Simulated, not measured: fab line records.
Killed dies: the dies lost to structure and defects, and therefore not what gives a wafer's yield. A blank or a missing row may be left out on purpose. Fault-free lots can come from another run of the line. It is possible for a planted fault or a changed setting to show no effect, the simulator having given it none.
Chamber matching / flow nandHarc / 4 sister chambers for NHARC_A_CHANNEL_HOLE_D2_DESCUM_15 on rieDiel-12
The step chemistry O2, time 3 s. 24 wafers are shown with their chamber, then 12 later ones without.

## WAFERS PAIRED WITH THEIR CHAMBERS
wafer=L076.2; chamber=2; showerheadPlenumPTorr (Torr)=1.82; drypumpMotorCurrentA (A)=5.1; oesProductAu (a.u.)=1.005
wafer=L076.5; chamber=3; showerheadPlenumPTorr (Torr)=1.83; drypumpMotorCurrentA (A)=5.9; oesProductAu (a.u.)=1.017
wafer=L076.6; chamber=2; showerheadPlenumPTorr (Torr)=1.82; drypumpMotorCurrentA (A)=5.1; oesProductAu (a.u.)=1.007
wafer=L075.1; chamber=2; showerheadPlenumPTorr (Torr)=1.82; drypumpMotorCurrentA (A)=5.1; oesProductAu (a.u.)=1.015
wafer=L075.2; chamber=0; showerheadPlenumPTorr (Torr)=2.02; drypumpMotorCurrentA (A)=5.5; oesProductAu (a.u.)=1.006
wafer=L075.5; chamber=0; showerheadPlenumPTorr (Torr)=2.02; drypumpMotorCurrentA (A)=5.5; oesProductAu (a.u.)=1.008
wafer=L078.3; chamber=3; showerheadPlenumPTorr (Torr)=1.83; drypumpMotorCurrentA (A)=5.9; oesProductAu (a.u.)=1.014
wafer=L078.5; chamber=1; showerheadPlenumPTorr (Torr)=1.89; drypumpMotorCurrentA (A)=6.3; oesProductAu (a.u.)=0.995
wafer=L078.6; chamber=0; showerheadPlenumPTorr (Torr)=2.02; drypumpMotorCurrentA (A)=5.5; oesProductAu (a.u.)=1.016
wafer=L079.4; chamber=0; showerheadPlenumPTorr (Torr)=2.02; drypumpMotorCurrentA (A)=5.5; oesProductAu (a.u.)=1.004
wafer=L079.5; chamber=0; showerheadPlenumPTorr (Torr)=2.02; drypumpMotorCurrentA (A)=5.5; oesProductAu (a.u.)=1.006
wafer=L079.6; chamber=3; showerheadPlenumPTorr (Torr)=1.83; drypumpMotorCurrentA (A)=5.9; oesProductAu (a.u.)=0.999
wafer=L081.1; chamber=0; showerheadPlenumPTorr (Torr)=2.01; drypumpMotorCurrentA (A)=5.5; oesProductAu (a.u.)=1.013
wafer=L081.4; chamber=2; showerheadPlenumPTorr (Torr)=1.82; drypumpMotorCurrentA (A)=5.1; oesProductAu (a.u.)=1.007
wafer=L081.5; chamber=2; showerheadPlenumPTorr (Torr)=1.82; drypumpMotorCurrentA (A)=5.1; oesProductAu (a.u.)=0.995
wafer=L082.1; chamber=0; showerheadPlenumPTorr (Torr)=2.02; drypumpMotorCurrentA (A)=5.5; oesProductAu (a.u.)=1.007
wafer=L082.2; chamber=2; showerheadPlenumPTorr (Torr)=1.82; drypumpMotorCurrentA (A)=5.1; oesProductAu (a.u.)=1.008
wafer=L082.3; chamber=3; showerheadPlenumPTorr (Torr)=1.83; drypumpMotorCurrentA (A)=5.9; oesProductAu (a.u.)=1.013
wafer=L083.1; chamber=1; showerheadPlenumPTorr (Torr)=1.89; drypumpMotorCurrentA (A)=6.3; oesProductAu (a.u.)=0.988
wafer=L083.3; chamber=0; showerheadPlenumPTorr (Torr)=2.01; drypumpMotorCurrentA (A)=5.5; oesProductAu (a.u.)=0.996
wafer=L083.6; chamber=2; showerheadPlenumPTorr (Torr)=1.82; drypumpMotorCurrentA (A)=5.1; oesProductAu (a.u.)=1.010
wafer=L086.1; chamber=1; showerheadPlenumPTorr (Torr)=1.89; drypumpMotorCurrentA (A)=6.2; oesProductAu (a.u.)=0.988
wafer=L086.4; chamber=0; showerheadPlenumPTorr (Torr)=2.01; drypumpMotorCurrentA (A)=5.5; oesProductAu (a.u.)=0.996
wafer=L086.6; chamber=2; showerheadPlenumPTorr (Torr)=1.82; drypumpMotorCurrentA (A)=5.1; oesProductAu (a.u.)=1.005

SIGNATURES, as means of the wafers listed above
reading=showerheadPlenumPTorr; chamber 0=2.0167; chamber 1=1.8900; chamber 2=1.8200; chamber 3=1.8300; scatter within a chamber=0.00316
reading=drypumpMotorCurrentA; chamber 0=5.500; chamber 1=6.267; chamber 2=5.100; chamber 3=5.900; scatter within a chamber=0.0183
reading=oesProductAu; chamber 0=1.00578; chamber 1=0.99033; chamber 2=1.00650; chamber 3=1.01075; scatter within a chamber=0.00635
Rule: distance of a wafer from a chamber = root of the sum over the readings of ((wafer's reading minus chamber's mean) / reading's scatter) squared. The wafer belongs to the nearest chamber; if the next one is less than 2 further off, it can't be placed. The scatter: take each reading less its chamber's mean, square it, sum over the shown wafers, divide by the number of wafers less the number of chambers, and take the root.

## WAFERS WITH NO CHAMBER GIVEN
wafer=L088.4; showerheadPlenumPTorr (Torr)=1.89; drypumpMotorCurrentA (A)=6.2; oesProductAu (a.u.)=0.988
wafer=L088.5; showerheadPlenumPTorr (Torr)=2.01; drypumpMotorCurrentA (A)=5.5; oesProductAu (a.u.)=1.016
wafer=L088.6; showerheadPlenumPTorr (Torr)=1.82; drypumpMotorCurrentA (A)=5.9; oesProductAu (a.u.)=1.017
wafer=L094.3; showerheadPlenumPTorr (Torr)=1.89; drypumpMotorCurrentA (A)=6.3; oesProductAu (a.u.)=0.971
wafer=L094.5; showerheadPlenumPTorr (Torr)=1.89; drypumpMotorCurrentA (A)=6.3; oesProductAu (a.u.)=0.980
wafer=L094.6; showerheadPlenumPTorr (Torr)=2.01; drypumpMotorCurrentA (A)=5.5; oesProductAu (a.u.)=1.003
wafer=L095.2; showerheadPlenumPTorr (Torr)=1.82; drypumpMotorCurrentA (A)=5.1; oesProductAu (a.u.)=1.004
wafer=L095.4; showerheadPlenumPTorr (Torr)=1.89; drypumpMotorCurrentA (A)=6.3; oesProductAu (a.u.)=0.980
wafer=L095.6; showerheadPlenumPTorr (Torr)=1.89; drypumpMotorCurrentA (A)=6.2; oesProductAu (a.u.)=0.974
wafer=L097.1; showerheadPlenumPTorr (Torr)=1.89; drypumpMotorCurrentA (A)=6.2; oesProductAu (a.u.)=0.996
wafer=L097.2; showerheadPlenumPTorr (Torr)=1.82; drypumpMotorCurrentA (A)=5.1; oesProductAu (a.u.)=1.005
wafer=L097.6; showerheadPlenumPTorr (Torr)=1.82; drypumpMotorCurrentA (A)=5.8; oesProductAu (a.u.)=1.000

## THE CHAMBER EACH PASSED THROUGH
wafer=L088.4; from the rows above=1; in truth=1
wafer=L088.5; from the rows above=0; in truth=0
wafer=L088.6; from the rows above=3; in truth=3
wafer=L094.3; from the rows above=1; in truth=1
wafer=L094.5; from the rows above=1; in truth=1
wafer=L094.6; from the rows above=0; in truth=0
wafer=L095.2; from the rows above=2; in truth=2
wafer=L095.4; from the rows above=1; in truth=1
wafer=L095.6; from the rows above=1; in truth=1
wafer=L097.1; from the rows above=1; in truth=1
wafer=L097.2; from the rows above=2; in truth=2
wafer=L097.6; from the rows above=3; in truth=3
Placed correctly: 12 of 12. Can't be placed from these rows: 0. 0 placed wrongly.
